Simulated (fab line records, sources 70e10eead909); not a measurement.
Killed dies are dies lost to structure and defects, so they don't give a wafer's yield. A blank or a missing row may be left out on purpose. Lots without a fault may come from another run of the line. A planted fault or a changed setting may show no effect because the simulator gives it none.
fab line records | flow nand_harc
record lots=23 wafers=69 last_day=32
route steps=1302 shown P_STI@88 P_GATE@189 P_M1@303 P_M2@331
lots that met no fault: from a run of the same line without faults
start_h: hours from the record's first day to the start of the lot's first wafer shown | wait_h: hours since the lot's step before | " the same as in the row above | L1.1+2: a row that stands for several wafers | - no value, or no start given | * or withheld: withheld | < > ~ a bound
route shown NAME@n: a module of which the file shows steps, and the number in the route of the first | usual: mean/standard deviation of fault-free wafers | same: alike in all rows | chamber/n: place in a boat | sites: the reading at each site | _std_site: their standard deviation | _edge_site: outer sites' mean less inner sites' | radius_mm: how far each site lies from the wafer's centre | mask NAME#n: copy n | behind: the tool/chamber that last shaped the wafer | hold: why the lot was held/for how many hours/how that ended | device: the transistor (n, p or np) that didn't switch | end of line: the same wafers' tests at the end of the route | a step without rows: its recipe alone | killed: dies lost to structure and defects at the first sort, not the wafer's yield | map: a wafer's dies, x killed, . not, _ none there
set.NAME: the setting as run; set.NAME@STEP: as run at that earlier step | model.NAME: the simulator's own value behind a step, which no gauge read
steps of the route over a sample of lots; a table a step, a row a wafer
services: from which hour (start_h, from the record's first day; less than 0 if before it) a tool's chamber was out of use, for how many hours, and why
## steps
# step NHARC_P_STI_ETCH_42
# recipe target_depth_a=800 overetch_a=240 time_s=61 ion_energy_ev=200 n2_flow_sccm=150 h2_flow_sccm=150 ar_flow_sccm=0 rf_w=400 bias_w=150 chemistry=N2/H2
# usual bias_w=150.1/0.48 drypump_motor_current_A=5.8/0.53 oes_product_au=0.998/0.011 rf_vpp_V=431.1/2.5 showerhead_plenum_p_Torr=2.06/0.083 throttle_valve_pct=14.172/0.0098
# columns lot.wafer tool chamber start_h wait_h bias_w drypump_motor_current_A oes_product_au rf_hours_counter_h rf_vpp_V showerhead_plenum_p_Torr throttle_valve_pct
L074.3 rie_diel-09 3 26.86 0.1 149.8 6.8 0.998 5.0 431.4 2.03 14.169
L074.2 " 2 " " 149.8 5.8 0.976 5.3 433.1 2.18 14.171
L074.6 " 3 " " 149.7 6.8 1.011 - 429.7 2.03 14.177
L075.3 rie_diel-09 0 32.46 0.1 150.0 6.1 0.988 5.4 430.5 2.09 14.161
L075.6 " 0 " " 149.9 6.1 0.987 - 432.9 2.09 14.180
L075.5 " 2 " " 150.1 5.8 0.988 - 433.3 2.18 14.191
L076.4 rie_diel-09 1 38.81 0.1 149.4 6.2 0.987 6.5 433.6 2.15 14.175
L076.2 " 3 " " 150.1 6.8 1.014 5.1 430.3 2.03 14.182
L076.5 " 1 " " 150.3 6.2 0.990 - 433.3 2.15 14.184
L077.4 rie_diel-04 0 54.25 0.1 150.0 5.2 0.997 3.0 431.4 2.06 14.161
L077.3 " 2 " " 150.6 5.7 1.010 1.8 427.3 1.94 14.173
L077.5 " 0 " " 149.8 5.2 1.002 - 431.4 2.06 14.141
L079.3 rie_diel-04 3 68.68 0.1 150.5 4.8 1.000 3.5 426.8 1.96 14.168
L079.2 " 0 " " 150.2 5.2 0.993 3.5 432.0 2.06 14.179
L079.6 " 3 " " 150.0 4.8 0.999 - 428.8 1.96 14.176
L080.3 rie_diel-09 3 79.21 0.1 150.3 6.8 0.997 8.4 428.9 2.03 14.168
L080.1 " 2 " " 150.2 5.8 0.976 9.0 432.5 2.18 14.178
L080.5 " 3 " " 149.6 6.8 1.002 - 429.5 2.03 14.171
L081.1 rie_diel-04 2 90.79 0.1 149.2 5.8 1.007 4.0 428.6 1.94 14.188
L081.4 " 3 " " 150.1 4.9 1.015 5.0 427.3 1.96 14.182
L081.6 " 3 " " 150.6 4.8 1.007 - 428.9 1.96 14.172
L082.2 rie_diel-04 2 99.31 0.1 150.6 5.8 1.017 5.3 428.1 1.94 14.175
L082.4 " 0 " " 150.3 5.2 1.000 5.6 429.3 2.06 14.174
L082.3 " 1 " " 150.6 6.0 1.019 5.6 428.1 1.97 14.171
L083.2 rie_diel-09 2 115.24 0.1 149.8 5.8 0.989 11.8 435.4 2.18 14.176
L083.1 " 1 " " 149.8 6.2 0.991 12.5 433.3 2.15 14.171
L083.6 " 2 " " 149.6 5.8 0.990 - 433.5 2.18 14.184
L084.1 rie_diel-04 0 121.41 0.1 150.0 5.2 1.003 6.5 430.5 2.06 14.160
L084.4 " 1 " " 150.3 5.9 0.988 6.4 426.9 1.97 14.182
L084.2 " 3 " " 149.8 4.8 0.994 6.6 428.7 1.96 14.189
L085.3 rie_diel-09 3 129.07 0.1 150.8 6.8 1.013 0.0 432.0 2.03 14.163
L085.1 " 1 " " 150.0 6.1 0.995 0.0 432.9 2.15 14.169
L085.6 " 1 " " 149.5 6.2 0.977 - 435.1 2.15 14.176
L086.3 rie_diel-12 3 138.53 0.1 149.9 5.9 1.006 4.1 434.0 2.15 14.163
L086.2 " 2 " " 149.7 5.8 0.998 3.9 434.3 2.17 14.173
L086.6 " 3 " " 150.1 5.9 1.007 - 432.9 2.15 14.162
L087.1 rie_diel-04 3 149.91 0.1 149.9 4.8 0.988 7.5 428.7 1.96 14.180
L087.3 " 1 " " 149.5 5.9 0.991 7.4 429.6 1.97 14.159
L087.2 " 2 " " 149.7 5.8 0.996 6.9 428.0 1.94 14.179
L088.2 rie_diel-12 1 161.02 0.1 150.0 5.5 1.008 5.2 433.5 2.15 14.165
L088.4 " 3 " " 150.0 5.9 1.000 5.8 434.1 2.15 14.158
L088.5 " 1 " " 149.8 5.5 1.001 - 434.5 2.15 14.177
L089.4 rie_diel-09 2 170.30 0.1 150.8 5.8 0.985 3.1 434.5 2.18 14.165
L089.3 " 3 " " 150.5 6.8 1.011 3.4 429.5 2.03 14.173
L089.6 " 2 " " 150.9 5.8 0.968 - 435.2 2.18 14.182
L090.3 rie_diel-04 1 181.54 0.1 150.6 6.0 1.013 1.1 428.1 1.97 14.170
L090.4 " 1 " " 150.1 5.9 0.996 - 427.2 1.97 14.176
L090.6 " 3 " " 151.0 4.8 1.005 - 427.1 1.96 14.168
L091.1 rie_diel-12 2 190.70 0.1 149.6 5.8 1.010 7.7 432.5 2.17 14.164
L091.6 " 2 " " 149.9 5.8 1.012 - 435.2 2.17 14.185
L091.5 " 3 " " 149.7 5.9 1.003 - 432.9 2.15 14.190
L092.3 rie_diel-04 2 200.85 0.1 149.9 5.8 1.008 2.5 428.2 1.94 14.169
L092.6 " 0 " " 150.3 5.1 1.009 - 431.5 2.06 14.164
L092.5 " 1 " " 150.0 6.0 0.995 - 427.0 1.97 14.194
L093.4 rie_diel-09 0 210.67 0.1 149.7 6.1 0.993 6.5 431.2 2.08 14.175
L093.3 " 1 " " 150.4 6.2 0.983 6.7 433.9 2.14 14.183
L093.2 " 2 " " 149.9 5.7 0.996 6.9 433.6 2.18 14.166
L094.4 rie_diel-12 3 221.27 0.1 150.3 5.9 0.997 - 434.0 2.15 14.177
L094.5 " 0 " " 149.8 5.6 0.971 - 430.6 2.00 14.163
L094.6 " 2 " " 150.4 5.8 1.012 - 433.4 2.17 14.171
L095.2 rie_diel-04 1 233.26 0.1 150.0 5.9 1.008 3.2 428.9 1.97 14.170
L095.4 " 2 " " 149.6 5.8 1.016 3.8 428.7 1.94 14.183
L095.5 " 2 " " 149.7 5.7 1.010 - 428.3 1.94 14.164
L096.4 rie_diel-09 1 241.88 0.1 149.9 6.1 0.995 9.0 434.0 2.14 14.177
L096.1 " 2 " " 150.6 5.8 0.991 9.0 435.7 2.18 14.170
L096.2 " 3 " " 149.7 6.8 1.019 8.4 431.0 2.03 14.178
L097.3 rie_diel-09 3 248.26 0.1 149.8 6.8 1.022 9.3 430.1 2.02 14.170
L097.1 " 0 " " 150.2 6.0 1.013 9.2 432.5 2.08 14.178
L097.2 " 1 " " 150.7 6.2 0.978 10.0 431.3 2.14 14.184
# step NHARC_P_GATE_STRIP_112
# recipe power_w=1500 temp_c=110 time_s=200 chemistry=N2/H2
# usual drypump_motor_current_A=5.8/0.42 heater_power_w=89/7.6
# columns lot.wafer tool chamber start_h wait_h drypump_motor_current_A heater_power_w rf_hours_counter_h
L074.2 plasma_asher-01 0 92.43 0.2 5.6 97 15
L074.3 " 0 " " 5.6 99 -
L074.6 " 1 " " 5.2 88 -
L075.3 plasma_asher-02 0 96.74 0.2 6.2 76 -
L075.6 " 0 " " 6.2 77 -
L075.5 " 1 " " 6.1 101 -
L076.2 plasma_asher-02 1 105.86 0.2 6.1 98 9
L076.4 " 1 " " 6.1 98 -
L076.5 " 1 " " 6.2 98 -
L077.4 plasma_asher-01 1 126.87 0.2 5.2 86 -
L077.3 " 0 " " 5.6 97 -
L077.5 " 0 " " 5.6 94 -
L079.2 plasma_asher-02 0 133.49 0.4 6.2 76 17
L079.3 " 1 " " 6.1 95 -
L079.6 " 1 " " 6.2 99 -
L080.1 plasma_asher-02 0 150.23 0.3 6.2 76 22
L080.3 " 1 " " 6.2 99 -
L080.5 " 1 " " 6.1 98 -
L081.1 plasma_asher-02 1 163.60 0.2 6.2 99 25
L081.4 " 1 " " 6.1 99 -
L081.6 " 1 " " 6.2 99 -
L082.2 plasma_asher-01 0 164.25 0.2 5.6 93 1
L082.3 " 1 " " 5.2 90 -
L082.4 " 0 " " 5.6 91 -
L083.2 plasma_asher-02 0 185.52 0.2 6.2 80 28
L083.1 " 1 " " 6.2 98 28
L083.6 " 1 " " 6.1 98 -
L084.1 plasma_asher-01 1 191.13 0.2 5.2 88 6
L084.2 " 0 " " 5.6 91 6
L084.4 " 0 " " 5.6 93 -
L085.1 plasma_asher-02 1 195.04 0.2 6.2 102 31
L085.3 " 0 " " 6.2 78 -
L085.6 " 1 " " 6.2 99 -
L086.2 plasma_asher-01 0 208.60 0.2 5.6 92 10
L086.3 " 0 " " 5.6 93 -
L086.6 " 1 " " 5.2 86 -
L087.1 plasma_asher-02 0 217.17 0.2 6.2 75 36
L087.2 " 1 " " 6.2 98 36
L087.3 " 1 " " 6.2 98 -
L088.2 plasma_asher-01 1 229.06 0.2 5.2 87 15
L088.4 " 0 " " 5.6 92 -
L088.5 " 0 " " 5.6 91 -
L089.3 plasma_asher-01 1 233.43 0.4 5.2 88 -
L089.4 " 0 " " 5.6 91 -
L089.6 " 1 " " 5.2 88 -
L090.4 plasma_asher-01 1 249.42 0.2 5.2 87 -
L090.3 " 0 " " 5.6 91 -
L090.6 " 1 " " 5.2 85 -
L091.1 plasma_asher-01 1 265.34 0.2 5.2 89 24
L091.5 " 1 " " 5.2 85 -
L091.6 " 0 " " 5.6 92 -
L092.3 plasma_asher-02 0 270.46 0.3 6.2 78 -
L092.6 " 1 " " 6.1 95 -
L092.5 " 0 " " 6.2 76 -
L094.4 plasma_asher-02 1 285.08 0.2 6.2 94 -
L094.5 " 0 " " 6.2 76 -
L094.6 " 1 " " 6.2 93 -
L093.2 plasma_asher-01 1 285.37 0.2 5.2 87 27
L093.3 " 1 " " 5.2 84 -
L093.4 " 0 " " 5.6 90 -
L095.2 plasma_asher-02 1 303.06 0.2 6.2 93 13
L095.4 " 0 " " 6.2 77 -
L095.5 " 1 " " 6.2 93 -
L096.2 plasma_asher-02 0 307.81 0.2 6.2 78 14
L096.1 " 1 " " 6.2 94 14
L096.4 " 0 " " 6.2 77 -
L097.1 plasma_asher-01 1 314.80 0.2 5.2 90 33
L097.2 " 0 " " 5.6 92 33
L097.3 " 0 " " 5.6 90 -
# step NHARC_P_M1_ETCH_28
# recipe target_depth_a=300 over_etch_frac=0.3 time_s=72.99 ion_energy_ev=150 cf4_flow_sccm=50 n2_flow_sccm=100 ar_flow_sccm=150 rf_w=300 bias_w=100 chemistry=CF4/N2
# usual bias_w=100.0/0.33 drypump_motor_current_A=5.9/0.42 oes_product_au=0.996/0.011 rf_vpp_V=315.5/1.7 showerhead_plenum_p_Torr=2.70/0.083 throttle_valve_pct=19.794/0.0097
# columns lot.wafer tool chamber start_h wait_h bias_w drypump_motor_current_A oes_product_au rf_hours_counter_h rf_vpp_V showerhead_plenum_p_Torr throttle_valve_pct
L074.3 rie_diel-09 0 - - 99.9 6.1 0.984 12 314.6 2.68 19.804
L074.2 " 3 " " 100.1 6.8 1.007 11 314.5 2.61 19.775
L074.6 " 0 " " 99.9 6.1 0.997 - 314.2 2.68 19.800
L075.3 rie_diel-09 0 - - 100.2 6.0 0.991 12 315.4 2.68 19.792
L075.6 " 1 " " 99.9 6.2 0.988 - 317.8 2.75 19.801
L075.5 " 2 " " 100.2 5.8 0.994 - 318.3 2.79 19.793
L076.2 rie_diel-12 0 - - 100.4 5.6 0.986 3 313.6 2.59 19.793
L076.4 " 1 " " 99.9 5.5 0.988 2 314.8 2.76 19.779
L076.5 " 2 " " 99.9 5.7 0.996 - 316.6 2.78 19.791
L079.2 rie_diel-09 1 - - 99.8 6.1 0.987 1 314.5 2.75 19.778
L079.3 " 3 " " 100.3 6.8 1.005 1 313.2 2.61 19.808
L079.6 " 1 " " 99.9 6.1 0.983 - 317.2 2.75 19.805
L077.4 rie_diel-12 3 - - 99.4 5.9 0.998 6 316.4 2.75 19.798
L077.3 " 1 " " 100.7 5.5 0.997 5 316.5 2.76 19.797
L077.5 " 0 " " 100.7 5.6 0.981 - 315.1 2.59 19.801
L080.3 rie_diel-09 1 - - 100.2 6.1 0.992 3 315.6 2.75 19.797
L080.1 " 3 " " 100.0 6.8 1.003 3 314.2 2.61 19.790
L080.5 " 2 " " 100.5 5.8 0.977 - 317.2 2.79 19.791
L081.1 rie_diel-12 1 - - 100.2 5.5 0.994 6 316.8 2.76 19.773
L081.4 " 2 " " 99.8 5.7 1.002 6 315.9 2.78 19.788
L081.6 " 3 " " 99.8 5.9 1.008 - 314.4 2.75 19.791
L082.4 rie_diel-12 2 - - 100.9 5.8 1.000 6 316.2 2.78 19.787
L082.2 " 3 " " 100.4 5.9 1.001 7 317.6 2.75 19.802
L082.3 " 0 " " 99.3 5.6 0.981 7 312.3 2.59 19.809
L083.2 rie_diel-12 0 - - 99.9 5.6 0.976 9 314.4 2.58 19.789
L083.1 " 1 " " 99.9 5.5 0.988 8 315.8 2.76 19.787
L083.6 " 3 " " 99.8 5.9 1.008 - 316.3 2.75 19.798
L084.2 rie_diel-09 3 - - 99.9 6.8 1.008 7 312.8 2.61 19.805
L084.1 " 0 " " 99.9 6.0 0.998 6 315.6 2.68 19.803
L084.4 " 1 " " 100.2 6.1 0.983 6 315.2 2.75 19.807
L085.1 rie_diel-09 0 - - 100.1 6.0 1.002 6 316.1 2.68 19.800
L085.3 " 2 " " 100.1 5.8 0.986 7 317.2 2.79 19.800
L085.6 " 3 " " 100.2 6.8 1.002 - 314.0 2.61 19.798
L086.3 rie_diel-12 3 - - 100.4 5.9 1.004 11 317.0 2.75 19.791
L086.2 " 0 " " 100.2 5.6 0.978 11 314.6 2.58 19.791
L086.6 " 3 " " 100.2 5.9 0.998 - 315.9 2.75 19.797
L087.3 rie_diel-08 1 - - 99.9 5.6 1.010 18 313.5 2.58 19.791
L087.1 " 2 " " 99.7 6.1 1.002 15 312.0 2.52 19.785
L087.2 " 3 " " 100.1 5.8 1.004 11 314.2 2.56 19.805
L088.2 rie_diel-09 2 - - 99.2 5.8 0.982 9 317.1 2.79 19.800
L088.4 " 0 " " 99.9 6.1 0.996 8 314.6 2.68 19.793
L088.5 " 2 " " 99.9 5.8 0.979 - 316.5 2.79 19.812
L089.3 rie_diel-09 2 - - 99.7 5.8 0.987 10 317.6 2.79 19.786
L089.4 " 3 " " 99.7 6.8 1.008 9 313.2 2.61 19.810
L089.6 " 3 " " 100.0 6.8 1.012 - 314.1 2.61 19.815
L090.3 rie_diel-09 2 - - 99.9 5.8 0.986 11 319.1 2.79 19.800
L090.4 " 3 " " 100.5 6.8 0.997 11 313.3 2.61 19.787
L090.6 " 2 " " 99.8 5.8 0.999 - 315.8 2.79 19.802
L091.1 rie_diel-09 2 - - 100.1 5.8 0.990 12 317.0 2.79 19.784
L091.5 " 1 " " 99.8 6.2 0.985 - 316.8 2.75 19.795
L091.6 " 2 " " 100.8 5.8 0.992 - 317.6 2.79 19.784
L092.3 rie_diel-08 3 - - 99.5 5.8 1.007 33 311.6 2.55 19.786
L092.6 " 3 " " 100.0 5.8 1.002 - 311.6 2.55 19.813
L092.5 " 0 " " 99.8 5.0 1.004 - 313.5 2.69 19.787
L094.4 rie_diel-12 1 - - 99.7 5.5 0.986 4 318.0 2.76 19.793
L094.6 " 1 " " 100.0 5.5 0.990 - 316.5 2.76 19.807
L094.5 " 2 " " 100.3 5.8 0.988 - 316.9 2.77 19.804
L093.3 rie_diel-12 0 - - 99.8 5.6 1.007 3 312.5 2.58 19.797
L093.4 " 1 " " 99.4 5.5 1.002 4 317.6 2.76 19.795
L093.2 " 3 " " 99.9 5.9 0.991 4 315.5 2.75 19.785
L095.2 rie_diel-08 1 - - 100.3 5.6 1.015 46 313.1 2.57 19.792
L095.4 " 3 " " 99.7 5.8 1.012 43 312.8 2.54 19.784
L095.5 " 0 " " 99.8 5.0 1.011 - 315.0 2.68 19.790
L096.1 rie_diel-12 3 - - 99.4 5.9 0.985 5 317.0 2.75 19.794
L096.4 " 1 " " 99.9 5.5 0.999 5 316.1 2.76 19.804
L096.2 " 2 " " 100.5 5.8 0.978 5 316.4 2.77 19.781
L097.2 rie_diel-09 1 - - 100.2 6.2 0.980 2 316.6 2.74 19.797
L097.3 " 2 " " 100.0 5.8 1.003 2 316.3 2.79 19.788
L097.1 " 3 " " 100.2 6.8 1.002 2 313.4 2.61 19.816
# step NHARC_P_M1_DEGAS_29
# recipe temp_c=250 time_s=60
# usual heater_power_w=315/34
# columns lot.wafer tool chamber start_h wait_h heater_power_w
L074.3 pvd_sputter-01 - 107.64 - 358
L074.2 " - " " 282
L074.6 " - " " 363
L075.3 pvd_sputter-01 - 111.89 - 355
L075.5 " - " " 282
L075.6 " - " " 359
L076.2 pvd_sputter-02 - 121.75 - 371
L076.4 " - " " 300
L076.5 " - " " 300
L079.2 pvd_sputter-01 - 149.26 - 282
L079.3 " - " " 288
L079.6 " - " " 353
L077.4 pvd_sputter-02 - 160.72 - 297
L077.3 " - " " 392
L077.5 " - " " 315
L080.3 pvd_sputter-03 - 165.95 - 294
L080.1 " - " " 301
L080.5 " - " " 294
L081.1 pvd_sputter-02 - 178.93 - 297
L081.4 " - " " 396
L081.6 " - " " 366
L082.2 pvd_sputter-01 - 179.65 - 352
L082.3 " - " " 281
L082.4 " - " " 291
L083.1 pvd_sputter-01 - 200.86 - 283
L083.2 " - " " 284
L083.6 " - " " 293
L084.1 pvd_sputter-03 - 206.33 - 296
L084.2 " - " " 332
L084.4 " - " " 306
L085.1 pvd_sputter-03 - 210.31 - 300
L085.3 " - " " 304
L085.6 " - " " 300
L086.3 pvd_sputter-03 - 224.46 - 292
L086.2 " - " " 328
L086.6 " - " " 295
L087.2 pvd_sputter-03 - 232.29 - 314
L087.3 " - " " 287
L087.1 " - " " 301
L088.4 pvd_sputter-02 - 244.70 - 405
L088.2 " - " " 374
L088.5 " - " " 309
L089.4 pvd_sputter-03 - 248.47 - 331
L089.3 " - " " 306
L089.6 " - " " 310
L090.3 pvd_sputter-01 - 265.32 - 274
L090.4 " - " " 299
L090.6 " - " " 362
L091.1 pvd_sputter-01 - 280.46 - 273
L091.5 " - " " 355
L091.6 " - " " 272
L092.3 pvd_sputter-02 - 285.73 - 289
L092.6 " - " " 289
L092.5 " - " " 396
L094.4 pvd_sputter-03 - 300.38 - 334
L094.6 " - " " 290
L094.5 " - " " 342
L093.2 pvd_sputter-01 - 300.88 - 267
L093.3 " - " " 300
L093.4 " - " " 292
L095.4 pvd_sputter-01 - 318.27 - 354
L095.2 " - " " 268
L095.5 " - " " 303
L096.1 pvd_sputter-02 - 323.51 - 385
L096.2 " - " " 360
L096.4 " - " " 306
L097.2 pvd_sputter-01 - 330.65 - 294
L097.3 " - " " 291
L097.1 " - " " 360
# step NHARC_P_M1_PVD_21
# recipe target_thk_a=300 chamber_pressure_pa=5 power_w=5000 substrate_temp_c=30 time_s=20.49 material=Cu
# usual cathode_dc_power_W=5000.1/0.96 throttle_valve_pct=30.6/1.1
# columns lot.wafer tool chamber start_h wait_h cathode_dc_power_W throttle_valve_pct
L074.2 pvd_sputter-01 - - - 5000.3 32.5
L074.3 " - " " 5001.0 30.5
L074.6 " - " " 4999.2 32.1
L075.3 pvd_sputter-01 - - - 4999.8 31.2
L075.5 " - " " 4999.5 31.1
L075.6 " - " " 4998.9 32.2
L076.4 pvd_sputter-02 - - - 4999.4 31.3
L076.2 " - " " 4999.7 29.5
L076.5 " - " " 5001.1 30.3
L079.2 pvd_sputter-01 - - - 4999.0 29.1
L079.3 " - " " 5000.4 31.0
L079.6 " - " " 5000.6 32.4
L077.4 pvd_sputter-02 - - - 5000.9 30.1
L077.3 " - " " 5000.1 31.3
L077.5 " - " " 5000.4 30.0
L080.1 pvd_sputter-03 - - - 4999.3 31.5
L080.3 " - " " 5002.0 29.2
L080.5 " - " " 5000.4 30.1
L081.4 pvd_sputter-02 - - - 5000.2 31.3
L081.1 " - " " 5000.8 30.2
L081.6 " - " " 5000.7 30.2
L082.2 pvd_sputter-01 - - - 4999.7 31.2
L082.4 " - " " 5002.2 32.4
L082.3 " - " " 5000.5 29.2
L083.1 pvd_sputter-01 - - - 5001.1 29.4
L083.2 " - " " 4999.9 31.2
L083.6 " - " " 5001.2 30.5
L084.4 pvd_sputter-03 - - - 4999.2 31.6
L084.1 " - " " 5000.9 31.5
L084.2 " - " " 5000.0 29.1
L085.1 pvd_sputter-03 - - - 5001.0 29.1
L085.3 " - " " 5000.2 31.9
L085.6 " - " " 5000.8 29.3
L086.2 pvd_sputter-03 - - - 4999.1 31.6
L086.3 " - " " 5000.1 30.2
L086.6 " - " " 4997.1 31.7
L087.2 pvd_sputter-03 - - - 4999.6 30.1
L087.1 " - " " 4998.7 31.7
L087.3 " - " " 5000.5 29.2
L088.2 pvd_sputter-02 - - - 5000.2 30.1
L088.4 " - " " 5000.7 31.4
L088.5 " - " " 4999.9 29.9
L089.4 pvd_sputter-03 - - - 4999.3 31.4
L089.3 " - " " 5000.9 29.3
L089.6 " - " " 5000.5 31.6
L090.3 pvd_sputter-01 - - - 5000.4 29.9
L090.4 " - " " 5000.5 30.5
L090.6 " - " " 4999.8 29.8
L091.1 pvd_sputter-01 - - - 5001.2 33.2
L091.5 " - " " 4999.4 29.6
L091.6 " - " " 5000.3 30.8
L092.3 pvd_sputter-02 - - - 5000.1 29.8
L092.6 " - " " 4998.8 30.1
L092.5 " - " " 5001.2 29.1
L094.4 pvd_sputter-03 - - - 4999.3 31.3
L094.6 " - " " 5000.7 31.5
L094.5 " - " " 5000.7 29.3
L093.3 pvd_sputter-01 - - - 5002.2 29.7
L093.2 " - " " 5000.5 29.6
L093.4 " - " " 5000.7 33.0
L095.4 pvd_sputter-01 - - - 4999.2 29.8
L095.2 " - " " 4999.6 30.4
L095.5 " - " " 5001.8 29.8
L096.1 pvd_sputter-02 - - - 4999.2 31.1
L096.4 " - " " 5001.5 29.9
L096.2 " - " " 5000.4 30.0
L097.2 pvd_sputter-01 - - - 4999.0 30.0
L097.1 " - " " 5000.6 30.8
L097.3 " - " " 5000.5 32.8
# step NHARC_P_M2_DESCUM_14
# recipe time_s=3 o2_flow_sccm=200 ar_flow_sccm=0 bias_power_w=0 chemistry=O2
# usual drypump_motor_current_A=5.5/0.42 oes_product_au=1.002/0.011 rf_vpp_V=57.8/0.88 showerhead_plenum_p_Torr=1.90/0.067 throttle_valve_pct=11.310/0.0083
# columns lot.wafer tool chamber start_h wait_h drypump_motor_current_A oes_product_au rf_hours_counter_h rf_vpp_V showerhead_plenum_p_Torr throttle_valve_pct
L074.3 rie_diel-04 1 111.06 0.1 5.9 0.999 6.0 58.1 1.85 11.310
L074.2 " 0 " " 5.2 1.003 6.0 58.5 1.93 11.308
L074.6 " 0 " " 5.2 0.995 - 58.3 1.93 11.316
L075.3 rie_diel-05 0 115.04 0.1 6.2 0.973 5.3 58.0 1.86 11.311
L075.6 " 1 " " 5.8 1.011 - 56.6 1.98 11.330
L075.5 " 2 " " 5.8 1.007 - 59.4 1.99 11.294
L076.2 rie_diel-04 2 124.77 0.1 5.7 1.013 6.3 56.7 1.82 11.313
L076.4 " 3 " " 4.8 0.993 6.7 57.4 1.84 11.315
L076.5 " 0 " " 5.2 0.998 - 57.7 1.93 11.308
L079.3 rie_diel-04 0 152.49 0.1 5.1 0.999 7.6 57.9 1.93 11.298
L079.2 " 1 " " 5.9 1.007 7.4 58.3 1.85 11.299
L079.6 " 3 " " 4.8 0.999 - 58.0 1.84 11.304
L077.3 rie_diel-04 1 163.83 0.1 5.9 1.012 0 57.9 1.85 11.301
L077.4 " 3 " " 4.8 1.023 0 55.7 1.84 11.332
L077.5 " 1 " " 5.9 1.001 - 57.8 1.85 11.301
L080.1 rie_diel-05 3 169.17 0.1 5.8 0.986 6.6 58.3 1.96 11.304
L080.3 " 0 " " 6.2 0.982 7.7 58.0 1.86 11.300
L080.5 " 3 " " 5.8 0.990 - 58.6 1.96 11.326
L081.1 rie_diel-04 2 182.04 0.1 5.7 1.019 1.3 56.1 1.82 11.312
L081.6 " 1 " " 5.9 1.001 - 58.3 1.85 11.305
L081.4 " 3 " " 4.8 1.017 - 57.2 1.84 11.307
L082.2 rie_diel-04 1 182.78 0.1 5.9 1.003 1.2 59.0 1.85 11.305
L082.3 " 2 " " 5.8 1.021 1.4 56.7 1.82 11.306
L082.4 " 2 " " 5.7 1.023 - 58.3 1.82 11.296
L083.2 rie_diel-04 0 204.00 0.1 5.2 1.005 1.2 57.8 1.93 11.314
L083.1 " 1 " " 6.0 1.005 2.0 57.9 1.85 11.317
L083.6 " 3 " " 4.8 1.000 - 57.5 1.84 11.323
L084.2 rie_diel-03 0 209.82 0.1 5.3 0.973 6.3 58.1 2.00 11.313
L084.4 " 1 " " 5.2 1.008 5.8 57.5 2.04 11.314
L084.1 " 2 " " 5.2 1.010 6.5 58.0 1.94 11.307
L085.3 rie_diel-04 1 213.42 0.1 5.9 0.982 2.7 57.0 1.85 11.308
L085.1 " 3 " " 4.8 1.014 3.0 56.7 1.84 11.304
L085.6 " 0 " " 5.1 1.001 - 57.7 1.93 11.313
L086.2 rie_diel-04 1 227.60 0.1 5.9 0.995 3.1 57.9 1.85 11.316
L086.3 " 3 " " 4.8 1.014 3.8 58.8 1.84 11.294
L086.6 " 1 " " 5.9 0.995 - 59.8 1.85 11.320
L087.1 rie_diel-04 3 235.41 0.1 4.8 1.005 4.0 57.5 1.84 11.306
L087.3 " 1 " " 5.9 0.993 3.3 57.1 1.85 11.313
L087.2 " 2 " " 5.7 1.013 3.9 58.2 1.82 11.289
L088.4 rie_diel-03 0 247.86 0.1 5.3 0.989 8.4 58.6 1.99 11.310
L088.2 " 2 " " 5.2 1.001 8.7 58.4 1.94 11.314
L088.5 " 0 " " 5.4 0.979 - 55.5 2.00 11.310
L089.3 rie_diel-05 0 251.62 0.1 6.1 0.990 0.6 57.9 1.86 11.308
L089.4 " 1 " " 5.8 0.995 1.4 59.9 1.98 11.314
L089.6 " 3 " " 5.7 0.990 - 58.7 1.95 11.311
L090.4 rie_diel-05 0 268.29 0.1 6.1 0.994 2.5 59.1 1.86 11.302
L090.3 " 3 " " 5.7 0.999 2.9 57.9 1.95 11.308
L090.6 " 0 " " 6.2 0.992 - 57.7 1.86 11.314
L091.1 rie_diel-04 2 283.47 0.1 5.7 1.005 5.6 57.3 1.82 11.305
L091.6 " 2 " " 5.8 1.012 - 56.8 1.82 11.317
L091.5 " 3 " " 4.8 0.992 - 58.6 1.84 11.307
L092.3 rie_diel-04 3 288.91 0.1 4.8 1.016 5.9 57.5 1.84 11.317
L092.5 " 0 " " 5.2 1.006 - 57.9 1.93 11.297
L092.6 " 1 " " 5.9 0.993 - 56.4 1.85 11.317
L094.4 rie_diel-04 3 303.87 0.1 4.8 1.019 6.7 57.2 1.84 11.305
L094.6 " 1 " " 5.9 1.000 - 59.0 1.85 11.324
L094.5 " 2 " " 5.7 1.000 - 55.7 1.82 11.314
L093.2 rie_diel-05 2 304.03 0.1 5.8 0.991 5.2 58.2 1.99 11.300
L093.3 " 1 " " 5.8 0.999 5.6 58.2 1.98 11.303
L093.4 " 1 " " 5.8 1.004 - 57.3 1.98 11.308
L095.4 rie_diel-03 1 321.68 0.1 5.2 1.010 2.4 59.1 2.03 11.319
L095.2 " 3 " " 5.5 1.011 1.6 58.2 1.89 11.310
L095.5 " 1 " " 5.2 1.011 - 57.9 2.03 11.309
L096.4 rie_diel-04 1 326.55 0.1 5.9 0.995 6.7 56.7 1.85 11.317
L096.2 " 2 " " 5.7 0.997 7.1 56.2 1.82 11.317
L096.1 " 0 " " 5.1 1.014 6.2 56.3 1.93 11.298
L097.3 rie_diel-03 0 333.80 0.1 5.3 0.991 2.3 57.8 1.99 11.305
L097.1 " 2 " " 5.2 0.993 2.2 57.6 1.94 11.304
L097.2 " 3 " " 5.5 1.006 1.8 58.6 1.89 11.314
## services
# columns tool chamber start_h hours kind
pvd_sputter-03 - 11.40 3.5 repair
pvd_sputter-01 - 24.00 10.0 pm
rie_diel-09 3 29.19 6.1 repair
rie_diel-09 3 40.38 3.0 repair
rie_diel-12 - 67.40 9.0 pm
rie_diel-12 3 90.28 3.9 repair
rie_diel-12 1 99.68 1.4 repair
rie_diel-04 3 105.48 8.1 repair
pvd_sputter-03 - 112.69 1.2 repair
rie_diel-09 - 119.18 9.0 pm
pvd_sputter-03 - 146.00 10.0 pm
rie_diel-04 - 153.90 9.0 pm
rie_diel-09 2 167.10 1.4 repair
rie_diel-04 0 175.26 10.0 repair
pvd_sputter-01 - 202.00 10.0 pm
rie_diel-12 1 212.28 13.5 repair
pvd_sputter-01 - 226.79 2.2 repair
rie_diel-04 - 230.46 1.1 repair
rie_diel-12 - 244.40 9.0 pm
pvd_sputter-03 - 254.03 1.7 repair
rie_diel-09 - 296.18 9.0 pm
rie_diel-12 2 309.07 2.7 repair
pvd_sputter-03 - 324.00 10.0 pm
rie_diel-04 - 330.90 9.0 pm
## key
fault none
